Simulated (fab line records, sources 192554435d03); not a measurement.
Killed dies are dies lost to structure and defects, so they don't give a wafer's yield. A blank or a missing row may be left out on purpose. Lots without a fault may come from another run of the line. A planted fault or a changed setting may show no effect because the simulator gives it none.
Chamber matching | flow n5_finfet | N5_DUMMY_GATE_STRIP_48 on rie_diel-06: 4 sister chambers
The step strips in N2/H2, time 20 s. 4 wafers are shown with their chamber, then 7 later ones without.

WAFERS WITH THEIR CHAMBER
wafer  | chamber | drypump_motor_current_A (A)
L081.5 | 1       | 5.3
L082.6 | 3       | 5.8
L085.3 | 2       | 6.6
L085.4 | 0       | 6.2

WAFERS WITHOUT THEIR CHAMBER
wafer  | drypump_motor_current_A (A)
L085.5 | 5.8
L087.4 | 5.2
L087.5 | 5.8
L087.6 | 6.2
L092.2 | 5.2
L092.4 | 5.9
L092.5 | 6.2

WHICH CHAMBER EACH WENT THROUGH
wafer  | from the rows above | in truth
L085.5 | 3                   | 3
L087.4 | 1                   | 1
L087.5 | 3                   | 3
L087.6 | 0                   | 0
L092.2 | 1                   | 1
L092.4 | 3                   | 3
L092.5 | 0                   | 0
Placed correctly: 7 of 7. Can't be placed from these rows: 0. Placed wrongly: 0.
How it was worked out, from the rows above alone: a wafer's distance from a chamber is the root of the sum, over the readings, of the square of ((its reading less the chamber's mean) divided by the reading's scatter). The wafer belongs to the nearest chamber; if the next one is less than 2 further off, it can't be placed. A chamber's mean is the mean of its shown wafers. The scatter: with one shown wafer a chamber, the root of the mean of the squares of how far each hidden wafer lies from its nearest shown one.
